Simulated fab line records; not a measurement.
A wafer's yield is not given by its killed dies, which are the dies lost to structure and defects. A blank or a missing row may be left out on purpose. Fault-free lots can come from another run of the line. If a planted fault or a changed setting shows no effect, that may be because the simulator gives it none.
Matching of chambers / flow nand-harc / NHARC_A_STAIRCASE_DEP_156 on pecvd-03: 3 sister chambers
The step deposits SiNx, target thk 50 nm. 3 wafers are shown with their chamber, then 7 later ones without.

## WAFERS PAIRED WITH THEIR CHAMBERS
wafer=L093.6; chamber=1; heater-power-w (W)=813
wafer=L096.2; chamber=0; heater-power-w (W)=760
wafer=L096.4; chamber=2; heater-power-w (W)=651

## WAFERS WITH NO CHAMBER GIVEN
wafer=L096.5; heater-power-w (W)=794
wafer=L094.1; heater-power-w (W)=748
wafer=L094.4; heater-power-w (W)=776
wafer=L094.6; heater-power-w (W)=749
wafer=L095.1; heater-power-w (W)=699
wafer=L095.3; heater-power-w (W)=808
wafer=L095.6; heater-power-w (W)=816

## WHICH CHAMBER EACH WENT THROUGH
wafer=L096.5; from the rows above=can't be placed: 1 or 0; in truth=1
wafer=L094.1; from the rows above=0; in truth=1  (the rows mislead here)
wafer=L094.4; from the rows above=can't be placed: 0 or 1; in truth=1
wafer=L094.6; from the rows above=0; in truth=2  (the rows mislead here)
wafer=L095.1; from the rows above=can't be placed: 2 or 0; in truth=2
wafer=L095.3; from the rows above=1; in truth=1
wafer=L095.6; from the rows above=1; in truth=1
2 of 7 placed correctly. From these rows, 3 cannot be placed; in 3 the true chamber is one of the candidates. 2 placed wrongly.
How it was worked out, from the rows above alone: a wafer's distance from a chamber is the root of the sum, over the readings, of the square of ((its reading less the chamber's mean) divided by the reading's scatter). The wafer belongs to the nearest chamber; if the next one is less than 2 further off, it can't be placed. Each chamber's mean is taken over the wafers shown for it. The scatter: root of mean squared gap, hidden wafer to nearest shown wafer, with one shown wafer a chamber.
